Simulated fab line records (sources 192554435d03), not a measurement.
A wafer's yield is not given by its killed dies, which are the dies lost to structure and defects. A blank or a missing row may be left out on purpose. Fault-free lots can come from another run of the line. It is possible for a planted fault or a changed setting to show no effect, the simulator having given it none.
Chamber matching    flow n5 finfet    4 sister chambers for N5_BEOL_M10_ETCH_65 on rie diel-01
The step etches SiARC in CF4, target depth 39 nm, time 65 s. 16 wafers are shown with their chamber, then 8 later ones without.

== WAFERS, EACH WITH ITS CHAMBER ==
wafer   chamber  showerhead plenum p Torr (Torr)  throttle valve pct (%)  oes product au (a.u.)
L076.1  2        2.29                             15.15                   0.79
L076.4  3        2.08                             15.36                   0.68
L076.6  2        2.29                             15.16                   0.79
L082.2  1        2.19                             15.61                   0.60
L082.5  0        2.12                             15.81                   0.58
L082.6  3        2.07                             15.35                   0.68
L078.1  2        2.28                             15.19                   0.76
L078.2  1        2.19                             15.61                   0.59
L078.3  3        2.07                             15.37                   0.67
L078.4  0        2.12                             15.82                   0.58
L078.5  2        2.28                             15.17                   0.76
L078.6  3        2.07                             15.38                   0.67
L086.3  1        2.19                             15.62                   0.58
L086.4  3        2.07                             15.36                   0.67
L086.5  1        2.19                             15.61                   0.59
L084.2  1        2.19                             15.63                   0.59

SIGNATURES (means of the wafers above)
reading                   chamber 0  chamber 1  chamber 2  chamber 3  scatter within a chamber
showerhead plenum p Torr  2.1200     2.1900     2.2850     2.0720     0.00387
throttle valve pct        15.8150    15.6160    15.1675    15.3640    0.0121
oes product au            0.5800     0.5900     0.7750     0.6740     0.0101
Rule: a wafer's distance from a chamber is the root of the sum, over the readings, of the square of ((its reading less the chamber's mean) divided by the reading's scatter). If the next closest chamber is less than 2 further off than the closest, the wafer can't be placed; otherwise it belongs to the closest. How the scatter is found: for the shown wafers, subtract from each reading the mean of its chamber, square and add these, divide the total by (wafers less chambers), then take the root.

== WAFERS MISSING THEIR CHAMBER ==
wafer   showerhead plenum p Torr (Torr)  throttle valve pct (%)  oes product au (a.u.)
L084.4  2.07                             15.39                   0.67
L084.5  2.19                             15.65                   0.59
L088.1  2.19                             15.64                   0.59
L088.2  2.12                             15.31                   0.85
L088.3  2.28                             15.21                   0.74
L088.4  2.07                             15.41                   0.66
L088.5  2.28                             15.23                   0.74
L088.6  2.07                             15.39                   0.66

== WHICH CHAMBER EACH WENT THROUGH ==
wafer    from the rows above   in truth
L084.4   3                     3
L084.5   1                     1
L088.1   1                     1
L088.2   3                     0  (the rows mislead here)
L088.3   2                     2
L088.4   3                     3
L088.5   2                     2
L088.6   3                     3
Correctly placed: 7 of 8. Left unplaced by these rows: 0. 1 placed wrongly.
